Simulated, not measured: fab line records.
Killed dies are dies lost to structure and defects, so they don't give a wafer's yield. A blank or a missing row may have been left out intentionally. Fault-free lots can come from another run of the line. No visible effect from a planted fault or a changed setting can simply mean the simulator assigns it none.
fab line records + flow n5_finfet
record
- lots=5
- wafers=15
- last_day=18
route steps=1938 shown HKMG_FIN@449 BEOL_M4@1111 PASSIVATION@1936
lots untouched by any fault: they come from a run of this same line in which no faults occurred
start_h: start of the lot's first displayed wafer, in hours after the record's first day + wait_h: hours from the lot's prior step to this one + " identical to the entry in the row above + L1.1+2: a single row standing in for several wafers + - either no value or no given start + * or withheld: withheld + < > ~ a bound
route shown NAME@n: a module of which the file shows steps, and the number in the route of the first + usual: mean/standard deviation taken from wafers without a fault + same: alike in all rows + chamber/n: place in a boat + sites: each site's reading + _std_site: standard deviation across them + _edge_site: the outer-site mean with the inner-site mean subtracted + radius_mm: how far each site lies from the wafer's centre + mask NAME#n: copy n + behind: tool/chamber where the wafer was last shaped + hold: reason for holding the lot/hours on hold/outcome of the hold + device: the n, p or np transistor that did not switch + end of line: at the end of the route, the tests of the same wafers + a step without rows: its recipe alone + killed: dies that structure and defects cost at the first sort, which is not the same as the wafer's yield + map: dies across one wafer; x = killed, . = not, _ = none there
set.NAME: setting as actually run; set.NAME@STEP: the setting as run at that earlier step + model.NAME: the simulator's own value behind a step, which no gauge read
lots seen at some steps along the route; tables by step, rows by wafer
services: a tool's chamber out of use, with start hour (start_h, from the record's first day; less than 0 if before it), hours out, and reason
## steps
# step N5_HKMG_FIN_ALD_71
# recipe
- material=TiN
- target_thk_a=10
- temp_c=400
- ald_precursor_family=TiCl4
- ald_co_reactant=NH3
- pulse_time_s=1
- purge_time_s=3
- co_reactant_purge_time_s=2
- co_reactant_pulse_time_s=2
- ald_cycles=47
- pressure_torr=3
# step N5_HKMG_FIN_COAT_66
# recipe
- resist=SOC
- temp_c=250
- time_s=60
- spin_rpm=1500
- resist_thk_nm=300
# step N5_HKMG_FIN_ETCH_67
# recipe
- chemistry=N2/H2
- target=SOC
- target_depth_a=3889
- stop_on=TiN
- ion_energy_ev=100
- bias_w=61
- pressure_mtorr=30
- source_w=850
- n2_flow_sccm=200
- h2_flow_sccm=200
# usual
- drypump_motor_current_A=5.84/0.3
- n2_flow_sccm=200.1/0.61
- oes_product_au=0.79/0.071
- rf_vpp_V=240.5/1.5
- showerhead_plenum_p_Torr=2.53/0.087
- throttle_valve_pct=17.80/0.23
| lot.wafer | tool        | chamber | start_h | wait_h | drypump_motor_current_A | n2_flow_sccm | oes_product_au | rf_hours_counter_h | rf_vpp_V | showerhead_plenum_p_Torr | throttle_valve_pct |
|-----------|-------------|---------|---------|--------|-------------------------|--------------|----------------|--------------------|----------|--------------------------|--------------------|
| L756.2    | rie_diel-01 | 1       | 147.18  | -      | 5.97                    | 199.0        | 0.69           | 218                | 239.7    | 2.52                     | 17.82              |
| L756.3    | "           | 0       | "       | "      | 6.07                    | 200.6        | 0.82           | 86                 | 240.2    | 2.46                     | 17.53              |
| L756.5    | "           | 3       | "       | "      | 5.75                    | 200.0        | 0.78           | -                  | 239.4    | 2.46                     | 17.99              |
| L757.2    | rie_diel-01 | 1       | 149.38  | -      | 5.98                    | 200.5        | 0.68           | 219                | 239.5    | 2.52                     | 17.85              |
| L757.3    | "           | 3       | "       | "      | 5.75                    | 201.2        | 0.77           | 109                | 239.4    | 2.46                     | 17.97              |
| L757.6    | "           | 1       | "       | "      | 5.97                    | 199.7        | 0.68           | -                  | 241.0    | 2.52                     | 17.86              |
| L759.3    | rie_diel-04 | 0       | 164.17  | -      | 5.45                    | 200.1        | 0.85           | 67                 | 240.9    | 2.47                     | 17.43              |
| L759.4    | "           | 3       | "       | "      | 5.65                    | 201.0        | 0.85           | -                  | 241.3    | 2.69                     | 17.76              |
| L759.5    | "           | 2       | "       | "      | 5.59                    | 200.7        | 0.74           | -                  | 242.9    | 2.63                     | 18.16              |
| L764.1    | rie_diel-04 | 1       | 193.97  | -      | 6.24                    | 201.1        | 0.83           | 43                 | 243.2    | 2.70                     | 17.83              |
| L764.2    | "           | 3       | "       | "      | 5.66                    | 200.7        | 0.83           | 45                 | 241.1    | 2.69                     | 17.79              |
| L764.5    | "           | 3       | "       | "      | 5.64                    | 200.3        | 0.83           | -                  | 241.7    | 2.69                     | 17.79              |
| L768.2    | rie_diel-03 | 3       | 216.69  | -      | 5.95                    | 200.7        | 0.75           | 176                | 238.1    | 2.43                     | 18.16              |
| L768.3    | "           | 1       | "       | "      | 6.34                    | 200.4        | 0.89           | 21                 | 239.4    | 2.50                     | 17.45              |
| L768.5    | "           | 3       | "       | "      | 5.95                    | 199.5        | 0.74           | -                  | 237.8    | 2.43                     | 18.15              |
# step N5_HKMG_FIN_STRIP_90
# recipe
- chemistry=N2/H2
- material=SOC
- time_s=20
- power_w=500
- temp_c=40
- pressure_mtorr=50
- rf_frequency_hz=6e+07
- bias_power_w=8
- h2_frac=0.5
- n2_flow_sccm=300
- h2_flow_sccm=300
# usual
- drypump_motor_current_A=5.85/0.3
- n2_flow_sccm=300.1/0.89
- oes_product_au=0.80/0.073
- rf_vpp_V=54.2/0.76
- showerhead_plenum_p_Torr=3.35/0.11
- throttle_valve_pct=19.01/0.23
| lot.wafer | tool        | chamber | start_h | wait_h | drypump_motor_current_A | n2_flow_sccm | oes_product_au | rf_hours_counter_h | rf_vpp_V | showerhead_plenum_p_Torr | throttle_valve_pct |
|-----------|-------------|---------|---------|--------|-------------------------|--------------|----------------|--------------------|----------|--------------------------|--------------------|
| L756.2    | rie_diel-01 | 1       | 147.24  | 0.0    | 5.96                    | 300.6        | 0.70           | 218                | 53.4     | 3.33                     | 18.78              |
| L756.3    | "           | 0       | "       | "      | 6.07                    | 300.4        | 0.83           | 86                 | 54.0     | 3.25                     | 18.98              |
| L756.5    | "           | 3       | "       | "      | 5.76                    | 301.8        | 0.80           | -                  | 54.7     | 3.25                     | 19.15              |
| L757.2    | rie_diel-01 | 1       | 149.44  | 0.0    | 5.99                    | 300.0        | 0.69           | 219                | 53.8     | 3.33                     | 18.79              |
| L757.3    | "           | 3       | "       | "      | 5.76                    | 299.3        | 0.79           | 109                | 54.4     | 3.25                     | 19.12              |
| L757.6    | "           | 1       | "       | "      | 5.95                    | 300.0        | 0.69           | -                  | 53.5     | 3.33                     | 18.79              |
| L759.3    | rie_diel-04 | 0       | 164.23  | 0.0    | 5.53                    | 299.0        | 0.86           | 67                 | 54.1     | 3.27                     | 18.64              |
| L759.4    | "           | 3       | "       | "      | 5.67                    | 300.5        | 0.85           | -                  | 53.5     | 3.55                     | 18.86              |
| L759.5    | "           | 2       | "       | "      | 5.59                    | 301.4        | 0.75           | -                  | 54.5     | 3.47                     | 19.18              |
| L764.1    | rie_diel-04 | 1       | 194.03  | 0.0    | 6.20                    | 300.1        | 0.85           | 43                 | 54.2     | 3.56                     | 19.23              |
| L764.2    | "           | 3       | "       | "      | 5.65                    | 298.8        | 0.83           | 46                 | 54.0     | 3.54                     | 18.89              |
| L764.5    | "           | 3       | "       | "      | 5.69                    | 298.6        | 0.83           | -                  | 53.9     | 3.54                     | 18.89              |
| L768.2    | rie_diel-03 | 3       | 216.75  | 0.0    | 5.93                    | 298.7        | 0.75           | 177                | 52.3     | 3.22                     | 19.67              |
| L768.3    | "           | 1       | "       | "      | 6.34                    | 299.4        | 0.91           | 21                 | 52.9     | 3.30                     | 18.58              |
| L768.5    | "           | 3       | "       | "      | 5.95                    | 300.9        | 0.76           | -                  | 54.0     | 3.22                     | 19.69              |
# step N5_HKMG_FIN_WET_ETCH_73
# recipe
- chemistry=SC1
- mix=1:2:40
- temp_c=50
- time_s=42.3
- target_depth_nm=1.3
- dry=ipa_marangoni
- rinse_time_s=30
- rinse_temp_c=23
# step N5_HKMG_FIN_ETCHBACK_68
# recipe
- chemistry=Cl2/Ar
- stop_on=HfO2
- target_depth_a=5
- pressure_mtorr=10
- icp_w=600
- bias_w=60
- Cl2_flow_sccm=40
- Ar_flow_sccm=60
# step N5_HKMG_FIN_STRIP_69
# recipe
- chemistry=N2/H2
- power_w=2500
- temp_c=300
- h2_frac=0.65
- time_s=360
- pressure_mtorr=withheld
- n2_flow_sccm=1750
- h2_flow_sccm=3250
# step N5_HKMG_FIN_ALD_21
# recipe
- material=TiN
- target_thk_a=15
- temp_c=400
- ald_precursor_family=TiCl4
- ald_co_reactant=NH3
- pulse_time_s=1
- purge_time_s=3
- co_reactant_purge_time_s=2
- co_reactant_pulse_time_s=2
- ald_cycles=68
- pressure_torr=3
# step N5_HKMG_FIN_ALD_72
# recipe
- material=W
- target_thk_a=20
- temp_c=300
- pressure_torr=7.5
- ald_precursor_family=WF6
- ald_co_reactant=B2H6
- pulse_time_s=1
- purge_time_s=2
- co_reactant_purge_time_s=2
- co_reactant_pulse_time_s=3
- ald_cycles=7
# usual
- heater_power_w=456/38
- precursor_pulse_height_rel=0.995/0.019
- susceptor_temp_C=300.01/0.21
# same
- pulse_time_s=1
| lot.wafer | tool     | chamber | start_h | wait_h | heater_power_w | precursor_pulse_height_rel | susceptor_temp_C |
|-----------|----------|---------|---------|--------|----------------|----------------------------|------------------|
| L756.2    | cvd_w-01 | 1       | 148.28  | 0.2    | 515            | 1.025                      | 300.35           |
| L756.3    | "        | 0       | "       | "      | 429            | 0.977                      | 299.96           |
| L756.5    | "        | 1       | "       | "      | 502            | 0.966                      | 300.35           |
| L757.2    | cvd_w-01 | 0       | 150.48  | 0.2    | 421            | 0.998                      | 299.70           |
| L757.3    | "        | 1       | "       | "      | 523            | 1.016                      | 300.24           |
| L757.6    | "        | 1       | "       | "      | 510            | 1.011                      | 299.77           |
| L759.3    | cvd_w-02 | 1       | 165.33  | 0.2    | 433            | 1.019                      | 299.85           |
| L759.4    | "        | 0       | "       | "      | 426            | 0.998                      | 299.78           |
| L759.5    | "        | 0       | "       | "      | 427            | 1.000                      | 299.78           |
| L764.1    | cvd_w-02 | 1       | 195.08  | 0.2    | 439            | 1.012                      | 299.97           |
| L764.2    | "        | 0       | "       | "      | 427            | 1.000                      | 299.99           |
| L764.5    | "        | 0       | "       | "      | 433            | 1.001                      | 299.98           |
| L768.2    | cvd_w-02 | 1       | 217.79  | 0.2    | 427            | 1.008                      | 300.21           |
| L768.3    | "        | 0       | "       | "      | 424            | 0.995                      | 300.18           |
| L768.5    | "        | 0       | "       | "      | 432            | 0.997                      | 300.21           |
# step N5_HKMG_FIN_W_FILL_22
# recipe
- material=W
- target_thk_a=600
- temp_c=400
- pressure_torr=39.4
- time_s=18.2
# usual
- heater_power_w=815/71
- susceptor_temp_C=400.01/0.23
- throttle_valve_pct=19.0/0.58
| lot.wafer | tool     | chamber | start_h | wait_h | heater_power_w | susceptor_temp_C | throttle_valve_pct |
|-----------|----------|---------|---------|--------|----------------|------------------|--------------------|
| L756.2    | cvd_w-01 | 1       | 148.35  | 0.0    | 917            | 399.87           | 19.8               |
| L756.3    | "        | 0       | "       | "      | 786            | 400.04           | 18.4               |
| L756.5    | "        | 1       | "       | "      | 917            | 400.27           | 19.5               |
| L757.2    | cvd_w-01 | 0       | 150.54  | 0.0    | 767            | 400.14           | 18.3               |
| L757.3    | "        | 1       | "       | "      | 920            | 400.11           | 19.5               |
| L757.6    | "        | 1       | "       | "      | 941            | 399.88           | 19.8               |
| L759.3    | cvd_w-02 | 1       | 165.38  | 0.0    | 783            | 400.16           | 19.6               |
| L759.4    | "        | 0       | "       | "      | 774            | 399.98           | 18.8               |
| L759.5    | "        | 0       | "       | "      | 771            | 400.19           | 18.7               |
| L764.1    | cvd_w-02 | 1       | 195.14  | 0.0    | 746            | 400.17           | 19.4               |
| L764.2    | "        | 0       | "       | "      | 795            | 399.78           | 18.8               |
| L764.5    | "        | 0       | "       | "      | 788            | 399.86           | 19.0               |
| L768.2    | cvd_w-02 | 1       | 217.85  | 0.0    | 772            | 400.23           | 19.5               |
| L768.3    | "        | 0       | "       | "      | 795            | 399.97           | 18.9               |
| L768.5    | "        | 0       | "       | "      | 771            | 400.31           | 18.9               |
# step N5_HKMG_FIN_PRECLEAN_83
# recipe
- chemistry=DIW
- time_s=57.5
- temp_c=23
# step N5_HKMG_FIN_SRD_84
# recipe
- dry_time_s=32
- dry=n2_spin
- spin_rpm=1500
# step N5_HKMG_FIN_CMP_23
# recipe
- stop_on=SiNx
- t_overpolish_s=10
- post_cmp_clean=rinse_only
- down_force_psi=4
- platen_rpm=50.289
- pad_velocity_m_s=1.0006
- target_thk_nm=46.326
# usual
- head_pressure_psi=3.999/0.0089
- motor_current_A=12.2/1.6
- overpolish_run_s=9.999/0.0092
- platen_rpm=50.29/0.039
- slurry_flow_ml_min=150.0/0.48
- time_to_endpoint_s=11.8/1.9
| lot.wafer | tool   | chamber | start_h | wait_h | head_pressure_psi | motor_current_A | overpolish_run_s | platen_rpm | slurry_flow_ml_min | time_to_endpoint_s |
|-----------|--------|---------|---------|--------|-------------------|-----------------|------------------|------------|--------------------|--------------------|
| L756.2    | cmp-03 | 0       | 148.46  | 0.0    | 3.990             | 12.2            | 9.993            | 50.30      | 150.1              | 8.9                |
| L756.3    | "      | 1       | "       | "      | 4.008             | 11.0            | 10.002           | 50.25      | 149.6              | 8.9                |
| L756.5    | "      | 0       | "       | "      | 3.997             | 10.8            | 9.990            | 50.28      | 149.1              | 9.4                |
| L757.3    | cmp-02 | 0       | 150.65  | 0.0    | 4.007             | 10.8            | 10.010           | 50.31      | 149.9              | 13.1               |
| L757.2    | "      | 1       | "       | "      | 3.996             | 13.4            | 9.975            | 50.31      | 149.7              | 14.1               |
| L757.6    | "      | 0       | "       | "      | 4.006             | 10.0            | 10.001           | 50.36      | 150.1              | 9.9                |
| L759.4    | cmp-02 | 2       | 165.56  | 0.1    | 4.002             | 10.5            | 10.016           | 52.26      | 149.9              | 8.8                |
| L759.3    | "      | 3       | "       | "      | 4.008             | 10.8            | 9.993            | 50.31      | 150.9              | 12.4               |
| L759.5    | "      | 1       | "       | "      | 3.997             | 12.8            | 9.998            | 50.26      | 149.6              | 9.6                |
| L764.2    | cmp-03 | 0       | 195.39  | 0.2    | 4.003             | 11.1            | 9.995            | 50.29      | 150.3              | 13.7               |
| L764.1    | "      | 2       | "       | "      | 3.988             | 12.1            | 9.998            | 50.29      | 150.1              | 14.0               |
| L764.5    | "      | 1       | "       | "      | 3.977             | 11.6            | 10.006           | 50.27      | 149.2              | 11.5               |
| L768.2    | cmp-03 | 3       | 218.04  | 0.1    | 4.000             | 15.6            | 10.006           | 50.22      | 150.5              | 10.7               |
| L768.3    | "      | 0       | "       | "      | 3.991             | 11.6            | 10.005           | 50.31      | 149.7              | 12.4               |
| L768.5    | "      | 3       | "       | "      | 4.003             | 15.4            | 10.006           | 50.29      | 150.2              | 10.6               |
# step N5_HKMG_FIN_CMP_94
# recipe
- stop_on=SiNx
- post_cmp_clean=w_dilute_nh4oh
- t_overpolish_s=4.7
- down_force_psi=4
- platen_rpm=50.289
- pad_velocity_m_s=1.0006
- target_thk_nm=43.299
# usual
- head_pressure_psi=4.000/0.0091
- motor_current_A=12.2/1.6
- platen_rpm=50.29/0.034
- slurry_flow_ml_min=150.0/0.47
| lot.wafer | tool   | chamber | start_h | wait_h | head_pressure_psi | motor_current_A | platen_rpm | slurry_flow_ml_min |
|-----------|--------|---------|---------|--------|-------------------|-----------------|------------|--------------------|
| L756.2    | cmp-03 | 0       | 148.94  | 0.4    | 3.990             | 11.2            | 50.26      | 150.0              |
| L756.3    | "      | 1       | "       | "      | 3.989             | 12.0            | 50.24      | 150.5              |
| L756.5    | "      | 0       | "       | "      | 3.993             | 10.9            | 50.34      | 149.8              |
| L757.3    | cmp-02 | 0       | 151.13  | 0.4    | 4.003             | 10.4            | 50.24      | 149.8              |
| L757.2    | "      | 1       | "       | "      | 3.996             | 13.0            | 50.22      | 148.9              |
| L757.6    | "      | 0       | "       | "      | 4.010             | 10.5            | 50.30      | 149.9              |
| L759.4    | cmp-02 | 2       | 165.99  | 0.3    | 3.987             | 11.0            | 50.26      | 149.9              |
| L759.3    | "      | 3       | "       | "      | 4.003             | 11.0            | 50.27      | 149.7              |
| L759.5    | "      | 1       | "       | "      | 3.990             | 12.5            | 50.25      | 150.1              |
| L764.2    | cmp-03 | 0       | 195.87  | 0.4    | 4.001             | 11.7            | 50.29      | 150.4              |
| L764.1    | "      | 2       | "       | "      | 4.002             | 13.0            | 50.27      | 150.7              |
| L764.5    | "      | 1       | "       | "      | 3.992             | 11.9            | 50.31      | 150.1              |
| L768.2    | cmp-03 | 3       | 218.47  | 0.3    | 3.999             | 15.4            | 50.21      | 150.0              |
| L768.3    | "      | 0       | "       | "      | 3.996             | 11.1            | 50.28      | 149.2              |
| L768.5    | "      | 3       | "       | "      | 3.993             | 16.4            | 50.28      | 150.0              |
# step N5_BEOL_M4_RC_MEAS_101
# usual
- DIBL_N=36.3/1.6
- DIBL_P=36.5/1.6
- IOFF_N=0.163/0.026
- IOFF_P=0.22/0.033
- ION_N=676/9.9
- ION_P=464/6.5
- SS_N=71.5/0.5
- SS_P=73.3/0.64
- VT_N=249.3/2.9
- VT_P=-250/3.2
| lot.wafer | tool      | chamber | start_h | wait_h | DIBL_N[mV/V] | DIBL_P[mV/V] | IOFF_N[nA/um] | IOFF_P[nA/um] | ION_N[uA/um] | ION_P[uA/um] | SS_N[mV/dec] | SS_P[mV/dec] | VT_N[mV] | VT_P[mV] |
|-----------|-----------|---------|---------|--------|--------------|--------------|---------------|---------------|--------------|--------------|--------------|--------------|----------|----------|
| L756.2    | prober-01 | 0       | 257.92  | 0.2    | 35.9         | 36.6         | 0.155         | 0.22          | 668          | 465          | 71.4         | 73.5         | 249.2    | -248     |
| L756.3    | "         | 0       | "       | "      | 36.9         | 37.0         | 0.171         | 0.23          | 669          | 461          | 71.7         | 73.5         | 248.5    | -246     |
| L756.5    | "         | 0       | "       | "      | 35.1         | 35.6         | 0.145         | 0.22          | 666          | 462          | 71.0         | 73.2         | 254.2    | -248     |
| L757.2    | prober-01 | 0       | 260.99  | 0.2    | 35.4         | 34.1         | 0.133         | 0.18          | 672          | 458          | 71.2         | 73.2         | 250.0    | -254     |
| L757.3    | "         | 0       | "       | "      | 36.5         | 35.3         | 0.158         | 0.20          | 678          | 459          | 70.6         | 72.9         | 247.9    | -253     |
| L757.6    | "         | 0       | "       | "      | 36.1         | 35.0         | 0.145         | 0.20          | 672          | 461          | 70.6         | 73.3         | 249.6    | -252     |
| L759.3    | prober-02 | 0       | 271.06  | 0.3    | 38.8         | 38.6         | 0.221         | 0.25          | 688          | 465          | 72.2         | 73.3         | 246.4    | -249     |
| L759.4    | "         | 0       | "       | "      | 36.6         | 36.2         | 0.177         | 0.21          | 673          | 457          | 72.2         | 73.1         | 248.0    | -252     |
| L759.5    | "         | 0       | "       | "      | 37.1         | 36.6         | 0.181         | 0.21          | 685          | 461          | 71.1         | 73.8         | 247.4    | -251     |
| L764.1    | prober-01 | 0       | 307.17  | 0.0    | 35.5         | 36.1         | 0.146         | 0.24          | 666          | 465          | 71.4         | 73.5         | 250.9    | -246     |
| L764.2    | "         | 0       | "       | "      | 34.7         | 35.0         | 0.142         | 0.22          | 670          | 472          | 71.2         | 72.6         | 253.0    | -246     |
| L764.5    | "         | 0       | "       | "      | 33.1         | 33.0         | 0.111         | 0.19          | 663          | 466          | 71.0         | 72.3         | 256.7    | -250     |
| L768.2    | prober-01 | 0       | 320.63  | 0.2    | 36.4         | 35.6         | 0.161         | 0.23          | 686          | 466          | 72.0         | 73.8         | 247.9    | -248     |
| L768.3    | "         | 0       | "       | "      | 36.5         | 35.7         | 0.180         | 0.24          | 687          | 467          | 71.3         | 73.3         | 248.0    | -247     |
| L768.5    | "         | 0       | "       | "      | 37.7         | 36.8         | 0.195         | 0.25          | 691          | 467          | 72.5         | 74.8         | 244.9    | -246     |
# step N5_PASSIVATION_PROBE_49
# usual
- defect_limited_yield=91.2/1.5
- killed_at_M0_to_M3=32/9.6
- killed_at_M4_up=13/5.3
- killed_at_contacts=13/6.7
- killed_at_front_end=42/11
- killed_at_other=3.8/2.9
- killed_dies=103/17
- killed_open=67/13
- killed_short=35/7.9
- sort_bin_5_function=5.2/0.94
- sort_bin_6_memory=3.3/0.64
- sort_n_pass=1077/17
- sort_yield_pct=91.2/1.5
# same
- gross_dies=1180
- killed_at_back_side=0
- sort_bin_4_leakage[%]=0
- sort_bin_8_speed[%]=0
| lot.wafer | tool      | chamber | start_h | wait_h | defect_limited_yield[%] | killed_at_M0_to_M3 | killed_at_M4_up | killed_at_contacts | killed_at_front_end | killed_at_other | killed_dies | killed_open | killed_short | sort_bin_5_function[%] | sort_bin_6_memory[%] | sort_n_pass | sort_yield_pct[%] |
|-----------|-----------|---------|---------|--------|-------------------------|--------------------|-----------------|--------------------|---------------------|-----------------|-------------|-------------|--------------|------------------------|----------------------|-------------|-------------------|
| L759.3    | prober-01 | -       | 378.47  | 0.1    | 91.4                    | 22                 | 8               | 4                  | 58                  | 9               | 101         | 63          | 38           | 5.5                    | 2.5                  | 1079        | 91.4              |
| L759.4    | prober-01 | -       | 378.52  | 0.2    | 91.3                    | 30                 | 12              | 5                  | 51                  | 5               | 103         | 77          | 26           | 5.8                    | 2.8                  | 1077        | 91.3              |
| L759.5    | prober-01 | -       | 378.57  | 0.2    | 90.0                    | 40                 | 17              | 9                  | 41                  | 11              | 118         | 83          | 35           | 5.8                    | 3.9                  | 1062        | 90.0              |
| L764.1    | prober-02 | -       | 424.52  | 0.0    | 90.9                    | 31                 | 17              | 17                 | 41                  | 1               | 107         | 66          | 38           | 5.2                    | 3.1                  | 1073        | 90.9              |
| L764.2    | prober-02 | -       | 424.57  | 0.1    | 92.6                    | 24                 | 20              | 15                 | 27                  | 1               | 87          | 60          | 25           | 4.5                    | 2.7                  | 1093        | 92.6              |
| L764.5    | prober-02 | -       | 424.72  | 0.2    | 89.5                    | 28                 | 26              | 13                 | 50                  | 7               | 124         | 66          | 56           | 6.0                    | 3.7                  | 1056        | 89.5              |
# killed by level:class
L759.3 FIN_SAQP:geometric_particle:open=13 STI_FIN_REVEAL:geometric_particle:open=13 GATE_CUT:geometric_particle:open=10 FIN_SAQP:geometric_particle:short=9 BEOL_M1:geometric_particle:open=7 GATE_CUT:geometric_particle:short=4 MOL_CONTACT_COAG:geometric_particle:open=4 BEOL_M3:geometric_particle:open=4
L759.4 FIN_SAQP:geometric_particle:open=27 BEOL_M1:geometric_particle:open=14 STI_FIN_REVEAL:geometric_particle:open=7 FIN_SAQP:geometric_particle:short=4 STARTING-WAFER:geometric_particle:short=4 BEOL_M0_SAQP:geometric_particle:open=4 MOL_CONTACT_COAG:geometric_particle:short=3 BEOL_M0_SAQP:geometric_particle:short=3
L759.5 STI_FIN_REVEAL:geometric_particle:open=12 FIN_SAQP:geometric_particle:open=10 BEOL_M2:geometric_particle:open=10 BEOL_M1:geometric_particle:open=9 MOL_CONTACT_COAG:geometric_particle:open=6 BEOL_M3:geometric_particle:open=6 PAD_METAL:geometric_particle:open=5 DUMMY_GATE:geometric_particle:open=5
L764.1 FIN_SAQP:geometric_particle:open=13 MOL_CONTACT_COAG:geometric_particle:open=9 MOL_CONTACT_COAG:geometric_particle:short=8 FIN_SAQP:geometric_particle:short=7 BEOL_M2:geometric_particle:open=7 DUMMY_GATE:geometric_particle:open=6 BEOL_M0_SAQP:geometric_particle:short=6 BEOL_M2:geometric_particle:short=6
L764.2 MOL_CONTACT_COAG:geometric_particle:open=11 BEOL_M4:geometric_particle:open=8 BEOL_M0_SAQP:geometric_particle:open=8 FIN_SAQP:geometric_particle:short=7 FIN_SAQP:geometric_particle:open=6 BEOL_M5:geometric_particle:open=6 MOL_CONTACT_COAG:geometric_particle:short=4 BEOL_M3:geometric_particle:open=4
L764.5 FIN_SAQP:geometric_particle:short=15 FIN_SAQP:geometric_particle:open=11 MOL_CONTACT_COAG:geometric_particle:open=10 BEOL_M4:geometric_particle:open=8 BEOL_M2:geometric_particle:short=7 GATE_CUT:geometric_particle:short=6 BEOL_M0_SAQP:geometric_particle:open=6 BEOL_M2:geometric_particle:open=6
## services
| tool        | chamber | start_h | hours | kind                           |
|-------------|---------|---------|-------|--------------------------------|
| cvd_w-02    | -       | 135.16  | 28.1  | pm                             |
| rie_diel-03 | 1       | 136.58  | -     | clean                          |
| rie_diel-03 | 1       | 136.58  | -     | consumable_replace:focus_ring  |
| rie_diel-03 | 1       | 136.58  | 23.6  | scheduled_down                 |
| rie_diel-03 | 1       | 136.58  | 23.6  | vent_cycle                     |
| cmp-03      | -       | 150.85  | 4.0   | pm                             |
| rie_diel-04 | 1       | 154.12  | 31.9  | repair                         |
| cmp-03      | -       | 154.85  | -     | consumable_replace:conditioner |
| cmp-03      | -       | 154.85  | -     | consumable_replace:pad         |
| rie_diel-03 | 0       | 160.31  | -     | clean                          |
| rie_diel-03 | 0       | 160.31  | -     | consumable_replace:focus_ring  |
| rie_diel-03 | 0       | 160.31  | 19.5  | scheduled_down                 |
| rie_diel-03 | 0       | 160.31  | 19.5  | vent_cycle                     |
| cmp-02      | -       | 160.82  | 0.3   | repair                         |
| cvd_w-02    | 1       | 168.92  | 4.2   | repair                         |
| cvd_w-01    | -       | 172.48  | 3.8   | pm                             |
| rie_diel-01 | 1       | 203.47  | 7.2   | repair                         |
| cmp-02      | -       | 205.70  | 5.9   | pm                             |
| rie_diel-04 | 1       | 209.09  | 6.8   | repair                         |
| rie_diel-03 | 2       | 212.85  | 15.3  | repair                         |
## key
first_sign
- step=N5_HKMG_FIN_CMP_23
- reading=platen_rpm
- direction=up
- sigmas=51
- usual=50.29
- struck=52.26
effect none on later readings
met_at N5_HKMG_FIN_CMP_23
struck_wafers L759.4
fault
- kind=process_parameter_drift
- tool=cmp-02
- chamber=2
- onset_h=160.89
- steps=N5_HKMG_FIN_CMP_23
- channel=platen_rpm
- offset=2.0116
- shape=step
- end_h=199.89
- acts_in=these_recipes_only
- stated=50.289
